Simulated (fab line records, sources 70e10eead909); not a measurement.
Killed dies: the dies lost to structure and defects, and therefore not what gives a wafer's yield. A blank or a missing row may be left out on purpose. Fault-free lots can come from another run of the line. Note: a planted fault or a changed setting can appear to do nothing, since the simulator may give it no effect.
Matching of chambers || flow nand_harc || NHARC_A_CHANNEL_HOLE_D1_ETCH_38 on rie_diel-10 has 4 sister chambers
The step etches the open film in CF4, target depth 39 nm, time 65 s. 18 wafers are shown with their chamber, then 9 later ones without.

WAFERS, EACH WITH ITS CHAMBER
{"wafer": "L074.3", "chamber": 1, "showerhead_plenum_p_Torr (Torr)": 1.86, "drypump_motor_current_A (A)": 5.7, "rf_vpp_V (V)": 152.0}
{"wafer": "L074.4", "chamber": 3, "showerhead_plenum_p_Torr (Torr)": 1.66, "drypump_motor_current_A (A)": 6.1, "rf_vpp_V (V)": 150.0}
{"wafer": "L074.5", "chamber": 1, "showerhead_plenum_p_Torr (Torr)": 1.86, "drypump_motor_current_A (A)": 5.7, "rf_vpp_V (V)": 152.2}
{"wafer": "L078.1", "chamber": 2, "showerhead_plenum_p_Torr (Torr)": 1.84, "drypump_motor_current_A (A)": 5.3, "rf_vpp_V (V)": 152.4}
{"wafer": "L078.2", "chamber": 0, "showerhead_plenum_p_Torr (Torr)": 1.87, "drypump_motor_current_A (A)": 6.2, "rf_vpp_V (V)": 152.7}
{"wafer": "L078.4", "chamber": 1, "showerhead_plenum_p_Torr (Torr)": 1.86, "drypump_motor_current_A (A)": 5.7, "rf_vpp_V (V)": 152.5}
{"wafer": "L082.3", "chamber": 1, "showerhead_plenum_p_Torr (Torr)": 1.86, "drypump_motor_current_A (A)": 5.6, "rf_vpp_V (V)": 153.1}
{"wafer": "L082.5", "chamber": 0, "showerhead_plenum_p_Torr (Torr)": 1.87, "drypump_motor_current_A (A)": 6.2, "rf_vpp_V (V)": 152.0}
{"wafer": "L082.6", "chamber": 2, "showerhead_plenum_p_Torr (Torr)": 1.84, "drypump_motor_current_A (A)": 5.3, "rf_vpp_V (V)": 153.0}
{"wafer": "L083.2", "chamber": 2, "showerhead_plenum_p_Torr (Torr)": 1.84, "drypump_motor_current_A (A)": 5.3, "rf_vpp_V (V)": 153.0}
{"wafer": "L083.3", "chamber": 1, "showerhead_plenum_p_Torr (Torr)": 1.86, "drypump_motor_current_A (A)": 5.7, "rf_vpp_V (V)": 152.8}
{"wafer": "L083.4", "chamber": 3, "showerhead_plenum_p_Torr (Torr)": 1.66, "drypump_motor_current_A (A)": 6.2, "rf_vpp_V (V)": 149.0}
{"wafer": "L087.2", "chamber": 3, "showerhead_plenum_p_Torr (Torr)": 1.66, "drypump_motor_current_A (A)": 6.1, "rf_vpp_V (V)": 149.7}
{"wafer": "L087.4", "chamber": 1, "showerhead_plenum_p_Torr (Torr)": 1.85, "drypump_motor_current_A (A)": 5.7, "rf_vpp_V (V)": 152.5}
{"wafer": "L087.6", "chamber": 2, "showerhead_plenum_p_Torr (Torr)": 1.84, "drypump_motor_current_A (A)": 5.3, "rf_vpp_V (V)": 151.5}
{"wafer": "L089.2", "chamber": 3, "showerhead_plenum_p_Torr (Torr)": 1.66, "drypump_motor_current_A (A)": 6.2, "rf_vpp_V (V)": 150.3}
{"wafer": "L089.4", "chamber": 0, "showerhead_plenum_p_Torr (Torr)": 1.87, "drypump_motor_current_A (A)": 6.2, "rf_vpp_V (V)": 152.2}
{"wafer": "L089.5", "chamber": 0, "showerhead_plenum_p_Torr (Torr)": 1.87, "drypump_motor_current_A (A)": 6.2, "rf_vpp_V (V)": 153.2}

SIGNATURES, as means of the wafers listed above
{"reading": "showerhead_plenum_p_Torr", "chamber 0": 1.8700, "chamber 1": 1.8583, "chamber 2": 1.8400, "chamber 3": 1.6600, "scatter within a chamber": 0.00244}
{"reading": "drypump_motor_current_A", "chamber 0": 6.200, "chamber 1": 5.683, "chamber 2": 5.300, "chamber 3": 6.150, "scatter within a chamber": 0.0362}
{"reading": "rf_vpp_V", "chamber 0": 152.525, "chamber 1": 152.517, "chamber 2": 152.475, "chamber 3": 149.750, "scatter within a chamber": 0.541}
Rule: distance of a wafer from a chamber = root of the sum over the readings of ((wafer's reading minus chamber's mean) / reading's scatter) squared. If the next closest chamber is less than 2 further off than the closest, the wafer can't be placed; otherwise it belongs to the closest. The scatter: the root of (the sum of the squares of (reading less its chamber's mean) over the shown wafers, divided by (wafers less chambers)).

WAFERS WHOSE CHAMBER IS MISSING
{"wafer": "L088.1", "showerhead_plenum_p_Torr (Torr)": 1.85, "drypump_motor_current_A (A)": 5.7, "rf_vpp_V (V)": 151.6}
{"wafer": "L088.2", "showerhead_plenum_p_Torr (Torr)": 1.87, "drypump_motor_current_A (A)": 6.3, "rf_vpp_V (V)": 152.1}
{"wafer": "L088.5", "showerhead_plenum_p_Torr (Torr)": 1.84, "drypump_motor_current_A (A)": 5.3, "rf_vpp_V (V)": 152.8}
{"wafer": "L094.1", "showerhead_plenum_p_Torr (Torr)": 1.66, "drypump_motor_current_A (A)": 6.2, "rf_vpp_V (V)": 149.0}
{"wafer": "L094.2", "showerhead_plenum_p_Torr (Torr)": 1.85, "drypump_motor_current_A (A)": 5.7, "rf_vpp_V (V)": 151.2}
{"wafer": "L094.3", "showerhead_plenum_p_Torr (Torr)": 1.84, "drypump_motor_current_A (A)": 5.3, "rf_vpp_V (V)": 151.9}
{"wafer": "L097.2", "showerhead_plenum_p_Torr (Torr)": 1.66, "drypump_motor_current_A (A)": 6.1, "rf_vpp_V (V)": 150.6}
{"wafer": "L097.4", "showerhead_plenum_p_Torr (Torr)": 1.85, "drypump_motor_current_A (A)": 5.7, "rf_vpp_V (V)": 152.4}
{"wafer": "L097.6", "showerhead_plenum_p_Torr (Torr)": 1.87, "drypump_motor_current_A (A)": 6.2, "rf_vpp_V (V)": 151.2}

EACH ONE'S CHAMBER
{"wafer": "L088.1", "from the rows above": 1, "in truth": 1}
{"wafer": "L088.2", "from the rows above": 0, "in truth": 0}
{"wafer": "L088.5", "from the rows above": 2, "in truth": 2}
{"wafer": "L094.1", "from the rows above": 3, "in truth": 3}
{"wafer": "L094.2", "from the rows above": 1, "in truth": 1}
{"wafer": "L094.3", "from the rows above": 2, "in truth": 2}
{"wafer": "L097.2", "from the rows above": 3, "in truth": 3}
{"wafer": "L097.4", "from the rows above": 1, "in truth": 1}
{"wafer": "L097.6", "from the rows above": 0, "in truth": 0}
Correctly placed: 9 of 9. Can't be placed from these rows: 0. 0 placed wrongly.
